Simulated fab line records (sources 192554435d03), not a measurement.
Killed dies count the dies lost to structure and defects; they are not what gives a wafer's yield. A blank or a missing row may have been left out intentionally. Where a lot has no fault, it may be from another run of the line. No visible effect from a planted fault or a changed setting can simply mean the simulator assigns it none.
fab line records	flow n5-finfet
[record] lots = 24	wafers = 72	last-day = 18
route steps=1938 shown ZERO_LAYER@14 FIN_SAQP@98
lots that met no fault: taken from a fault-free run of the same line
start-h: hours from the record's opening day to when the first of the lot's shown wafers began	wait-h: hours since the lot's step before	" identical to the entry in the row above	L1.1+2: one row covering several wafers at once	- either no value or no given start	* or withheld: withheld	< > ~ a bound
route shown NAME@n: a module of which the file shows steps, and the number in the route of the first	usual: mean/standard deviation of fault-free wafers	same: alike in all rows	chamber/n: place in a boat	sites: per-site readings	_std_site: the values' standard deviation	_edge_site: outer sites' mean less inner sites'	radius-mm: for every site, how far away it sits from the centre of the wafer	mask NAME#n: copy n	behind: tool/chamber where the wafer was last shaped	hold: reason for holding the lot/hours on hold/outcome of the hold	device: names the non-switching transistor (n, p or np)	end of line: the same wafers' tests at the end of the route	where a step has no rows: the recipe by itself	killed: the dies lost at the first sort to structure and to defects; this is not the yield of the wafer	map: per-die view of a wafer (x killed, . not killed, _ where there is no die)
set.NAME: setting as actually run; set.NAME@STEP: the setting as run at that earlier step	model.NAME: the simulator's own value behind a step, which no gauge read
the route's steps for a sample of lots (tables are steps, rows are wafers)
services: from which hour (start-h, from the record's first day; less than 0 if before it) a tool's chamber was out of use, for how many hours, and why
[[steps]]
[step N5_ZERO_LAYER_DESCUM_16]
[recipe] chemistry = O2	time-s = 7.9	source-power-w = 50	bias-power-w = 20	pressure-mtorr = 20	rf-frequency-hz = 2.712e+07	temp-c = 40	o2-flow-sccm = 225
[usual] drypump-motor-current-A = 6.0/0.4	oes-product-au = 0.76/0.079	rf-vpp-V = 243.1/1.3	showerhead-plenum-p-Torr = 2.08/0.07	throttle-valve-pct = 20.43/0.25
lot.wafer	tool	chamber	start-h	wait-h	drypump-motor-current-A	oes-product-au	rf-hours-counter-h	rf-vpp-V	showerhead-plenum-p-Torr	throttle-valve-pct
L074.3	rie-diel-03	0	12.95	0.2	5.2	0.85	58	245.9	2.14	20.35
L074.4	"	3	"	"	6.4	0.73	159	244.4	2.18	20.44
L074.6	"	1	"	"	5.8	0.70	-	243.0	2.06	20.43
L075.1	rie-diel-02	1	19.20	0.3	5.7	0.78	111	241.6	2.03	20.86
L075.2	"	2	"	"	5.7	0.69	193	241.8	1.97	20.61
L075.4	"	2	"	"	5.7	0.69	-	241.2	1.97	20.62
L076.2	rie-diel-02	2	24.68	0.0	5.7	0.69	195	240.8	1.97	20.61
L076.3	"	1	"	"	5.7	0.79	113	242.1	2.03	20.87
L076.4	"	0	"	"	6.7	1.02	2	242.8	2.16	20.04
L077.2	rie-diel-01	2	31.05	0.3	6.0	0.75	114	243.3	2.18	20.48
L077.5	"	1	"	"	6.0	0.68	-	242.9	2.07	20.75
L077.6	"	2	"	"	6.0	0.77	-	244.1	2.18	20.47
L078.1	rie-diel-03	2	36.87	0.1	6.6	0.75	173	243.3	2.11	20.49
L078.4	"	3	"	"	6.4	0.73	166	244.2	2.18	20.44
L078.5	"	3	"	"	6.4	0.73	-	245.9	2.18	20.44
L079.3	rie-diel-01	1	42.70	0.0	6.1	0.67	246	242.8	2.07	20.76
L079.4	"	3	"	"	5.9	0.76	158	243.1	2.07	20.26
L079.6	"	1	"	"	6.0	0.67	-	241.6	2.07	20.77
L080.1	rie-diel-01	1	48.89	0.2	6.1	0.69	248	240.9	2.07	20.77
L080.3	"	3	"	"	5.9	0.75	160	243.2	2.07	20.27
L080.4	"	0	"	"	6.2	0.71	220	245.1	2.11	20.25
L081.2	rie-diel-02	2	55.15	0.5	5.7	0.69	205	242.0	1.96	20.63
L081.3	"	0	"	"	6.6	0.97	12	244.2	2.16	20.06
L081.5	"	1	"	"	5.7	0.79	-	241.6	2.03	20.86
L082.3	rie-diel-01	0	60.81	0.0	6.2	0.71	223	244.7	2.11	20.27
L082.4	"	3	"	"	5.9	0.75	-	244.8	2.07	20.28
L082.6	"	2	"	"	6.0	0.75	-	244.1	2.18	20.47
L083.4	rie-diel-02	2	66.78	0.1	5.7	0.68	209	241.3	1.96	20.62
L083.5	"	2	"	"	5.7	0.69	-	242.2	1.96	20.63
L083.6	"	1	"	"	5.7	0.79	-	241.7	2.03	20.90
L084.2	rie-diel-03	3	72.81	0.0	6.4	0.73	176	245.4	2.17	20.44
L084.4	"	0	"	"	5.3	0.83	77	243.5	2.14	20.38
L084.6	"	3	"	"	6.5	0.72	-	244.0	2.17	20.45
L085.1	rie-diel-03	1	78.83	0.0	5.8	0.69	232	243.0	2.05	20.49
L085.2	"	2	"	"	6.6	0.74	184	242.8	2.10	20.48
L085.6	"	0	"	"	5.2	0.83	-	243.2	2.14	20.39
L086.2	rie-diel-02	2	84.68	0.0	5.7	0.68	215	241.7	1.96	20.64
L086.5	"	3	"	"	5.8	0.77	-	242.1	1.99	20.04
L086.6	"	0	"	"	6.7	0.94	-	243.7	2.16	20.07
L087.2	rie-diel-01	1	90.75	0.1	6.1	0.99	2	242.5	2.07	20.53
L087.3	"	3	"	"	5.9	0.74	175	243.9	2.07	20.29
L087.6	"	0	"	"	6.2	0.70	-	243.8	2.11	20.28
L088.1	rie-diel-03	0	96.68	0.0	5.2	0.83	84	242.7	2.13	20.40
L088.2	"	2	"	"	6.5	0.73	190	243.5	2.10	20.50
L088.3	"	1	"	"	5.9	0.70	237	243.1	2.05	20.48
L089.2	rie-diel-03	0	102.68	0.0	5.2	0.81	85	242.2	2.13	20.40
L089.4	"	1	"	"	5.9	0.69	238	243.1	2.05	20.47
L089.6	"	2	"	"	6.5	0.73	-	241.1	2.10	20.49
L090.1	rie-diel-01	1	108.68	0.0	6.0	0.96	7	241.9	2.07	20.53
L090.3	"	3	"	"	5.9	0.74	180	242.3	2.06	20.30
L090.5	"	0	"	"	6.2	0.70	-	244.7	2.11	20.28
L091.1	rie-diel-02	0	114.83	0.0	6.6	0.92	31	243.2	2.15	20.09
L091.2	"	3	"	"	5.9	0.76	163	242.8	1.99	20.07
L091.4	"	1	"	"	5.8	0.76	-	242.5	2.02	20.90
L092.1	rie-diel-03	1	120.73	0.1	5.9	0.69	243	243.5	2.05	20.48
L092.3	"	0	"	"	5.2	0.81	90	244.7	2.13	20.38
L092.4	"	3	"	"	6.4	0.72	190	244.7	2.17	20.49
L093.1	rie-diel-02	0	126.75	0.1	6.7	0.92	35	244.0	2.15	20.11
L093.5	"	0	"	"	6.7	0.92	-	243.9	2.15	20.09
L093.6	"	3	"	"	5.8	0.75	-	242.2	1.99	20.08
L094.2	rie-diel-02	2	132.84	0.2	5.7	0.67	228	242.9	1.96	20.66
L094.3	"	0	"	"	6.7	0.91	37	243.8	2.15	20.09
L094.5	"	2	"	"	5.7	0.67	-	242.4	1.96	20.66
L095.1	rie-diel-02	3	138.86	0.1	5.8	0.75	171	242.5	1.99	20.08
L095.2	"	1	"	"	5.7	0.75	145	241.4	2.02	20.92
L095.4	"	0	"	"	6.6	0.91	39	244.8	2.15	20.12
L096.4	rie-diel-03	3	144.83	0.1	6.4	0.70	-	245.8	2.17	20.48
L096.5	"	2	"	"	6.6	0.72	-	243.3	2.10	20.53
L096.6	"	0	"	"	5.2	0.80	-	244.0	2.13	20.41
L097.2	rie-diel-02	0	150.81	0.0	6.6	0.90	42	243.5	2.15	20.11
L097.4	"	1	"	"	5.7	0.75	149	241.1	2.02	20.92
L097.5	"	0	"	"	6.6	0.90	-	245.2	2.15	20.10
[step N5_FIN_SAQP_PECVD_47]
[recipe] material = a-Si	target-thk-a = 450	temp-c = 400	precursor = SiH4/He	pressure-torr = 3	rf-w = 100	time-s = 36.3
[usual] heater-power-w = 875/84	showerhead-plenum-p-Torr = 5.69/0.056	throttle-valve-pct = 17.8/0.57
lot.wafer	tool	chamber	start-h	wait-h	heater-power-w	showerhead-plenum-p-Torr	throttle-valve-pct
L074.3	pecvd-01	2	21.57	0.1	869	5.69	19.3
L074.4	"	0	"	"	797	5.74	17.1
L074.6	"	0	"	"	797	5.73	17.1
L075.1	pecvd-02	0	27.84	0.0	841	5.67	17.9
L075.2	"	2	"	"	848	5.69	17.2
L075.4	"	1	"	"	1033	5.74	17.5
L076.2	pecvd-02	2	32.84	0.0	814	5.71	17.4
L076.3	"	0	"	"	954	5.67	18.1
L076.4	"	2	"	"	839	5.68	17.4
L077.2	pecvd-03	1	39.11	0.0	847	5.55	18.7
L077.5	"	2	"	"	728	5.66	18.2
L077.6	"	0	"	"	806	5.66	17.6
L078.1	pecvd-03	1	44.93	0.0	895	5.55	18.8
L078.4	"	1	"	"	891	5.57	19.0
L078.5	"	2	"	"	833	5.68	18.3
L079.3	pecvd-01	0	51.32	0.0	862	5.74	16.9
L079.4	"	0	"	"	893	5.73	17.3
L079.6	"	2	"	"	757	5.69	17.7
L080.1	pecvd-03	0	57.63	0.0	836	5.64	17.8
L080.3	"	1	"	"	806	5.56	19.0
L080.4	"	1	"	"	822	5.56	18.8
L081.2	pecvd-01	2	64.25	0.0	884	5.67	17.5
L081.3	"	0	"	"	785	5.76	17.3
L081.5	"	2	"	"	898	5.70	17.4
L082.3	pecvd-03	1	69.41	0.0	838	5.56	18.8
L082.4	"	2	"	"	809	5.67	18.3
L082.6	"	1	"	"	839	5.56	18.9
L083.4	pecvd-03	1	76.73	0.1	865	5.56	18.9
L083.5	"	0	"	"	787	5.66	17.9
L083.6	"	2	"	"	828	5.68	18.5
L084.2	pecvd-02	0	80.90	0.0	898	5.66	18.1
L084.4	"	0	"	"	898	5.67	18.1
L084.6	"	1	"	"	1075	5.73	17.7
L085.1	pecvd-01	2	86.87	0.0	914	5.69	17.7
L085.2	"	1	"	"	950	5.75	17.1
L085.6	"	1	"	"	983	5.75	17.2
L086.2	pecvd-02	1	92.28	0.0	1012	5.72	18.1
L086.5	"	2	"	"	814	5.70	17.5
L086.6	"	1	"	"	1022	5.74	17.8
L087.2	pecvd-02	1	101.35	0.0	1057	5.73	17.8
L087.3	"	2	"	"	843	5.70	17.7
L087.6	"	2	"	"	832	5.68	17.6
L088.1	pecvd-01	0	104.80	0.0	773	5.74	17.4
L088.2	"	1	"	"	947	5.76	17.3
L088.3	"	0	"	"	752	5.76	17.3
L089.2	pecvd-03	0	110.95	0.0	691	5.66	17.7
L089.4	"	1	"	"	874	5.56	18.8
L089.6	"	0	"	"	723	5.64	17.9
L090.1	pecvd-03	0	117.03	0.0	796	5.65	18.0
L090.3	"	2	"	"	816	5.66	18.6
L090.5	"	1	"	"	861	5.56	18.8
L091.1	pecvd-01	0	123.05	0.0	801	5.74	17.4
L091.2	"	2	"	"	876	5.67	17.6
L091.4	"	1	"	"	984	5.76	17.2
L092.1	pecvd-03	0	128.49	0.0	831	5.65	17.9
L092.3	"	1	"	"	835	5.57	18.8
L092.4	"	0	"	"	779	5.66	17.8
L093.1	pecvd-01	1	134.90	0.0	1003	5.73	17.4
L093.5	"	1	"	"	1013	5.74	17.2
L093.6	"	0	"	"	895	5.74	17.4
L094.2	pecvd-02	1	141.42	0.0	1018	5.72	18.1
L094.3	"	2	"	"	793	5.69	17.8
L094.5	"	2	"	"	802	5.69	17.6
L095.1	pecvd-01	1	147.47	0.0	1011	5.74	17.0
L095.2	"	0	"	"	917	5.76	17.5
L095.4	"	2	"	"	911	5.69	17.6
L096.4	pecvd-02	0	152.79	0.1	919	5.69	18.0
L096.5	"	1	"	"	936	5.72	17.4
L096.6	"	2	"	"	819	5.70	17.7
L097.2	pecvd-01	2	160.37	0.0	802	5.68	17.6
L097.4	"	1	"	"	1021	5.76	16.9
L097.5	"	2	"	"	824	5.67	17.6
[step N5_FIN_SAQP_INSPECT_18]
[recipe] mode = adi	inspect-instrument = brightfield
[usual] raw-defect-count = 418/110
lot.wafer	tool	chamber	start-h	wait-h	raw-defect-count
L074.3	defect-inspect-01	-	22.23	0.0	432
L074.4	"	-	"	"	534
L074.6	"	-	"	"	612
L075.1	defect-inspect-02	-	28.45	0.0	397
L075.2	"	-	"	"	315
L075.4	"	-	"	"	548
L076.2	defect-inspect-02	-	33.59	0.0	329
L076.3	"	-	"	"	322
L076.4	"	-	"	"	321
L077.2	defect-inspect-02	-	39.70	0.0	259
L077.5	"	-	"	"	429
L077.6	"	-	"	"	372
L078.1	defect-inspect-02	-	45.55	0.0	501
L078.4	"	-	"	"	360
L078.5	"	-	"	"	454
L079.3	defect-inspect-01	-	52.28	0.0	247
L079.4	"	-	"	"	493
L079.6	"	-	"	"	502
L080.1	defect-inspect-02	-	58.35	0.0	342
L080.3	"	-	"	"	400
L080.4	"	-	"	"	398
L081.2	defect-inspect-02	-	64.84	0.0	391
L081.3	"	-	"	"	543
L081.5	"	-	"	"	339
L082.3	defect-inspect-02	-	70.13	0.0	754
L082.4	"	-	"	"	510
L082.6	"	-	"	"	727
L083.4	defect-inspect-02	-	77.31	0.0	401
L083.5	"	-	"	"	462
L083.6	"	-	"	"	541
L084.2	defect-inspect-01	-	81.50	0.0	565
L084.4	"	-	"	"	460
L084.6	"	-	"	"	323
L085.1	defect-inspect-01	-	87.67	0.0	423
L085.2	"	-	"	"	252
L085.6	"	-	"	"	341
L086.2	defect-inspect-01	-	92.94	0.0	301
L086.5	"	-	"	"	451
L086.6	"	-	"	"	284
L087.2	defect-inspect-02	-	101.94	0.0	508
L087.3	"	-	"	"	731
L087.6	"	-	"	"	418
L088.1	defect-inspect-02	-	105.62	0.0	410
L088.2	"	-	"	"	533
L088.3	"	-	"	"	390
L089.2	defect-inspect-01	-	111.67	0.0	331
L089.4	"	-	"	"	592
L089.6	"	-	"	"	361
L090.1	defect-inspect-01	-	117.75	0.0	394
L090.3	"	-	"	"	317
L090.5	"	-	"	"	538
L091.1	defect-inspect-02	-	124.93	0.0	422
L091.2	"	-	"	"	524
L091.4	"	-	"	"	470
L092.1	defect-inspect-02	-	129.21	0.0	393
L092.3	"	-	"	"	336
L092.4	"	-	"	"	447
L093.1	defect-inspect-01	-	135.71	0.0	434
L093.5	"	-	"	"	422
L093.6	"	-	"	"	401
L094.2	defect-inspect-02	-	142.02	0.0	520
L094.3	"	-	"	"	455
L094.5	"	-	"	"	326
L095.1	defect-inspect-02	-	148.19	0.0	370
L095.2	"	-	"	"	345
L095.4	"	-	"	"	362
L096.4	defect-inspect-02	-	153.36	0.0	503
L096.5	"	-	"	"	386
L096.6	"	-	"	"	595
L097.2	defect-inspect-02	-	161.09	0.0	298
L097.4	"	-	"	"	312
L097.5	"	-	"	"	293
[step N5_FIN_SAQP_HM_CD_35]
[recipe] target-cd-nm = 8	polarity = line
[usual] cd-nm = 8.18/0.28
lot.wafer	tool	chamber	start-h	wait-h	cd-nm
L074.3	cd-sem-02	-	26.25	0.1	8.00
L074.4	"	-	"	"	8.16
L074.6	"	-	"	"	7.59
L075.1	cd-sem-02	-	32.69	0.1	8.26
L075.2	"	-	"	"	8.46
L075.4	"	-	"	"	8.33
L076.2	cd-sem-02	-	38.76	0.1	8.21
L076.3	"	-	"	"	8.80
L076.4	"	-	"	"	8.35
L077.2	cd-sem-03	-	44.02	0.1	7.89
L077.5	"	-	"	"	8.29
L077.6	"	-	"	"	7.57
L078.1	cd-sem-01	-	49.93	0.1	8.64
L078.4	"	-	"	"	8.33
L078.5	"	-	"	"	8.67
L079.3	cd-sem-01	-	56.24	0.1	8.24
L079.4	"	-	"	"	7.82
L079.6	"	-	"	"	8.39
L080.1	cd-sem-02	-	62.51	0.1	8.09
L080.3	"	-	"	"	8.42
L080.4	"	-	"	"	7.99
L081.2	cd-sem-02	-	68.97	0.1	8.21
L081.3	"	-	"	"	7.93
L081.5	"	-	"	"	8.50
L082.3	cd-sem-03	-	74.66	0.1	8.55
L082.4	"	-	"	"	8.31
L082.6	"	-	"	"	8.20
L083.4	cd-sem-01	-	81.59	0.1	8.34
L083.5	"	-	"	"	8.24
L083.6	"	-	"	"	7.97
L084.2	cd-sem-02	-	86.78	0.1	8.08
L084.4	"	-	"	"	8.38
L084.6	"	-	"	"	8.65
L085.1	cd-sem-03	-	91.98	0.1	7.60
L085.2	"	-	"	"	8.30
L085.6	"	-	"	"	7.93
L086.2	cd-sem-01	-	96.99	0.1	8.53
L086.5	"	-	"	"	8.06
L086.6	"	-	"	"	8.24
L087.2	cd-sem-02	-	106.52	0.1	7.83
L087.3	"	-	"	"	8.50
L087.6	"	-	"	"	7.95
L088.1	cd-sem-02	-	109.50	0.1	8.25
L088.2	"	-	"	"	7.96
L088.3	"	-	"	"	8.68
L089.2	cd-sem-02	-	116.27	0.1	8.09
L089.4	"	-	"	"	8.13
L089.6	"	-	"	"	8.23
L090.1	cd-sem-03	-	121.98	0.1	7.93
L090.3	"	-	"	"	8.23
L090.5	"	-	"	"	8.52
L091.1	cd-sem-02	-	129.46	0.1	7.83
L091.2	"	-	"	"	8.17
L091.4	"	-	"	"	8.14
L092.1	cd-sem-02	-	134.21	0.1	8.17
L092.3	"	-	"	"	7.90
L092.4	"	-	"	"	8.13
L093.1	cd-sem-02	-	140.78	0.1	8.37
L093.5	"	-	"	"	7.81
L093.6	"	-	"	"	7.99
L094.2	cd-sem-02	-	146.78	0.1	7.93
L094.3	"	-	"	"	8.15
L094.5	"	-	"	"	7.89
L095.1	cd-sem-03	-	152.09	0.1	8.45
L095.2	"	-	"	"	8.04
L095.4	"	-	"	"	7.62
L096.4	cd-sem-01	-	157.75	0.1	8.31
L096.5	"	-	"	"	8.45
L096.6	"	-	"	"	8.25
L097.2	cd-sem-02	-	165.87	0.1	8.03
L097.4	"	-	"	"	7.87
L097.5	"	-	"	"	8.33
[step N5_FIN_SAQP_FIN_ETCH_36]
[recipe] chemistry = HBr/Cl2/O2	target-depth-a = 1200	mask-material = SiNx	time-s = 50.4	bias-w = 102	pressure-mtorr = 10	icp-w = 800	HBr_flow_sccm = 150	Cl2_flow_sccm = 80	O2_flow_sccm = 12
[usual] bias-w = 101.98/0.28	drypump-motor-current-A = 5.7/0.31	oes-product-au = 1.005/0.02	throttle-valve-pct = 36.3/0.37
lot.wafer	tool	chamber	start-h	wait-h	bias-w	drypump-motor-current-A	oes-product-au	rf-hours-counter-h	throttle-valve-pct
L074.3	rie-si-01	1	26.31	0.0	101.82	5.7	0.973	154	36.9
L074.4	"	0	"	"	102.12	5.7	1.039	-	35.5
L074.6	"	1	"	"	101.77	5.7	0.966	-	36.9
L075.1	rie-si-06	0	32.76	0.0	101.69	5.8	1.011	158	36.4
L075.2	"	2	"	"	102.46	5.8	0.968	2	36.3
L075.4	"	1	"	"	101.74	5.7	1.012	40	36.4
L076.2	rie-si-06	0	38.83	0.0	101.51	5.8	1.032	158	36.3
L076.3	"	2	"	"	101.62	5.9	0.976	2	36.3
L076.4	"	1	"	"	101.71	5.7	1.010	41	36.4
L077.2	rie-si-06	3	44.09	0.0	102.20	5.7	1.037	25	36.6
L077.5	"	1	"	"	101.83	5.7	1.010	-	36.4
L077.6	"	2	"	"	102.24	5.9	0.982	-	36.2
L078.1	rie-si-03	1	50.01	0.0	101.95	5.3	1.003	7	36.8
L078.4	"	3	"	"	102.25	5.2	1.003	53	36.6
L078.5	"	2	"	"	102.10	6.3	0.989	-	36.5
L079.3	rie-si-01	2	56.30	0.0	101.93	6.0	0.986	24	36.0
L079.4	"	0	"	"	101.92	5.7	1.027	53	35.6
L079.6	"	2	"	"	101.99	6.0	0.987	-	36.0
L080.1	rie-si-06	1	62.58	0.0	102.20	5.7	1.013	41	36.4
L080.3	"	2	"	"	101.81	5.8	0.972	3	36.3
L080.4	"	0	"	"	101.51	5.8	1.015	159	36.4
L081.2	rie-si-03	2	69.04	0.0	101.51	6.3	1.001	54	36.5
L081.3	"	0	"	"	101.75	5.4	1.010	155	35.9
L081.5	"	1	"	"	102.37	5.3	1.001	-	36.8
L082.3	rie-si-03	0	74.73	0.0	102.09	5.5	1.008	155	35.9
L082.4	"	2	"	"	101.61	6.3	0.997	54	36.5
L082.6	"	1	"	"	101.82	5.3	1.008	-	36.8
L083.4	rie-si-03	3	81.65	0.0	102.02	5.3	0.995	54	36.6
L083.5	"	2	"	"	102.31	6.3	1.007	-	36.5
L083.6	"	1	"	"	102.25	5.3	1.018	-	36.8
L084.2	rie-si-03	1	86.85	0.0	102.17	5.3	0.997	8	36.8
L084.4	"	0	"	"	101.76	5.4	1.008	155	35.9
L084.6	"	3	"	"	101.97	5.3	0.983	-	36.6
L085.1	rie-si-06	1	92.05	0.0	101.65	5.7	1.005	42	36.4
L085.2	"	3	"	"	101.92	5.7	1.026	26	36.5
L085.6	"	0	"	"	101.61	5.8	1.020	-	36.4
L086.2	rie-si-06	3	97.06	0.0	102.08	5.7	1.021	26	36.6
L086.5	"	1	"	"	101.89	5.7	1.013	-	36.4
L086.6	"	0	"	"	101.84	5.8	1.021	-	36.4
L087.2	rie-si-01	0	106.59	0.0	102.28	5.7	1.036	54	35.6
L087.3	"	2	"	"	102.08	5.9	0.994	25	36.0
L087.6	"	0	"	"	102.19	5.7	1.028	-	35.5
L088.1	rie-si-06	2	109.57	0.0	102.41	5.8	0.978	4	36.2
L088.2	"	0	"	"	102.35	5.8	1.002	160	36.4
L088.3	"	3	"	"	102.05	5.7	1.029	26	36.6
L089.2	rie-si-01	2	116.33	0.0	102.48	5.9	0.993	25	36.0
L089.4	"	0	"	"	102.07	5.7	1.025	54	35.5
L089.6	"	3	"	"	101.96	5.9	1.013	-	35.9
L090.1	rie-si-03	1	122.05	0.0	101.84	5.3	1.012	8	36.8
L090.3	"	3	"	"	101.78	5.2	0.985	55	36.6
L090.5	"	1	"	"	102.47	5.3	1.014	-	36.8
L091.1	rie-si-03	3	129.53	0.0	101.97	5.3	0.999	55	36.6
L091.2	"	0	"	"	102.10	5.4	1.010	156	35.9
L091.4	"	2	"	"	102.48	6.3	0.999	56	36.5
L092.1	rie-si-03	1	134.28	0.0	102.35	5.3	1.014	9	36.8
L092.3	"	3	"	"	102.29	5.3	0.987	55	36.6
L092.4	"	0	"	"	101.86	5.4	1.006	156	35.9
L093.1	rie-si-01	2	140.84	0.0	102.10	6.0	0.991	26	36.0
L093.5	"	3	"	"	102.08	5.9	1.016	-	35.9
L093.6	"	2	"	"	101.95	6.0	0.991	-	36.0
L094.2	rie-si-03	0	146.85	0.0	101.35	5.4	1.008	157	35.9
L094.3	"	2	"	"	101.89	6.3	0.995	56	36.5
L094.5	"	3	"	"	101.81	5.2	0.990	-	36.6
L095.1	rie-si-01	0	152.16	0.0	101.73	5.7	1.017	55	35.6
L095.2	"	1	"	"	101.97	5.7	0.951	156	36.9
L095.4	"	3	"	"	101.99	5.9	0.998	2	35.9
L096.4	rie-si-06	3	157.86	0.0	102.25	5.7	1.029	-	36.5
L096.5	"	0	"	"	102.04	5.8	1.019	-	36.4
L096.6	"	1	"	"	101.76	5.7	1.024	-	36.4
L097.2	rie-si-03	0	165.94	0.0	101.95	5.4	1.024	157	35.9
L097.4	"	1	"	"	101.84	5.3	1.014	9	36.8
L097.5	"	0	"	"	101.90	5.4	1.028	-	35.9
[step N5_FIN_SAQP_OCD_MEAS_76]
[usual] trench-depth-nm = 119.4/2.3
lot.wafer	tool	chamber	start-h	wait-h	trench-depth-nm
L074.3	ocd-01	-	26.53	0.0	119.7
L074.4	"	-	"	"	124.5
L074.6	"	-	"	"	118.9
L075.1	ocd-01	-	32.98	0.0	119.3
L075.2	"	-	"	"	115.1
L075.4	"	-	"	"	121.0
L076.2	ocd-01	-	39.05	0.0	119.6
L076.3	"	-	"	"	116.5
L076.4	"	-	"	"	122.2
L077.2	ocd-02	-	44.32	0.0	120.0
L077.5	"	-	"	"	122.1
L077.6	"	-	"	"	116.6
L078.1	ocd-02	-	50.23	0.0	118.9
L078.4	"	-	"	"	123.2
L078.5	"	-	"	"	113.9
L079.3	ocd-01	-	56.56	0.0	116.9
L079.4	"	-	"	"	123.6
L079.6	"	-	"	"	117.1
L080.1	ocd-01	-	62.80	0.0	122.0
L080.3	"	-	"	"	117.4
L080.4	"	-	"	"	118.3
L081.2	ocd-02	-	69.26	0.0	116.2
L081.3	"	-	"	"	118.2
L081.5	"	-	"	"	117.8
L082.3	ocd-02	-	74.95	0.0	117.7
L082.4	"	-	"	"	116.4
L082.6	"	-	"	"	118.9
L083.4	ocd-01	-	81.88	0.0	122.5
L083.5	"	-	"	"	116.7
L083.6	"	-	"	"	118.7
L084.2	ocd-01	-	87.07	0.0	116.7
L084.4	"	-	"	"	117.5
L084.6	"	-	"	"	121.4
L085.1	ocd-02	-	92.27	0.0	122.0
L085.2	"	-	"	"	121.1
L085.6	"	-	"	"	119.7
L086.2	ocd-01	-	97.28	0.0	119.9
L086.5	"	-	"	"	121.9
L086.6	"	-	"	"	119.3
L087.2	ocd-01	-	106.81	0.0	123.6
L087.3	"	-	"	"	117.7
L087.6	"	-	"	"	122.0
L088.1	ocd-02	-	109.79	0.0	116.3
L088.2	"	-	"	"	118.4
L088.3	"	-	"	"	120.7
L089.2	ocd-02	-	116.55	0.0	118.6
L089.4	"	-	"	"	123.0
L089.6	"	-	"	"	119.5
L090.1	ocd-01	-	122.27	0.0	119.9
L090.3	"	-	"	"	121.9
L090.5	"	-	"	"	120.3
L091.1	ocd-01	-	129.75	0.0	122.5
L091.2	"	-	"	"	117.9
L091.4	"	-	"	"	115.9
L092.1	ocd-01	-	134.50	0.0	119.2
L092.3	"	-	"	"	121.8
L092.4	"	-	"	"	118.4
L093.1	ocd-02	-	141.07	0.0	117.4
L093.5	"	-	"	"	120.1
L093.6	"	-	"	"	117.5
L094.2	ocd-01	-	147.07	0.0	118.3
L094.3	"	-	"	"	114.6
L094.5	"	-	"	"	122.1
L095.1	ocd-02	-	152.38	0.0	120.5
L095.2	"	-	"	"	117.3
L095.4	"	-	"	"	119.6
L096.4	ocd-01	-	158.04	0.0	121.0
L096.5	"	-	"	"	118.4
L096.6	"	-	"	"	124.8
L097.2	ocd-02	-	166.16	0.0	119.9
L097.4	"	-	"	"	119.7
L097.5	"	-	"	"	119.7
[[services]]
tool	chamber	start-h	hours	kind
rie-diel-02	0	-9.21	-	clean
rie-diel-02	0	-9.21	-	consumable-replace:focus-ring
rie-diel-02	0	-9.21	28.8	scheduled-down
rie-diel-02	0	-9.21	28.8	vent-cycle
rie-diel-01	0	-7.02	4.5	repair
rie-si-06	1	10.81	3.1	repair
rie-si-06	3	11.29	1.4	repair
pecvd-02	1	13.03	3.6	repair
pecvd-01	1	16.17	5.5	scheduled-down
rie-si-01	2	16.91	5.6	repair
pecvd-01	-	18.91	0.8	repair
rie-diel-02	1	37.33	11.9	repair
rie-diel-02	-	53.57	1.2	repair
pecvd-01	0	76.29	13.2	repair
pecvd-01	2	104.13	4.0	repair
pecvd-03	-	107.65	2.9	repair
rie-diel-02	2	114.71	9.7	repair
rie-si-06	-	117.72	15.6	pm
pecvd-01	2	131.50	6.3	repair
rie-si-06	-	133.32	14.6	pm
rie-si-06	2	150.38	9.9	repair
rie-diel-02	3	159.82	13.2	repair
pecvd-02	2	161.44	4.7	repair
pecvd-02	-	161.88	9.5	repair
[[key]]
fault none
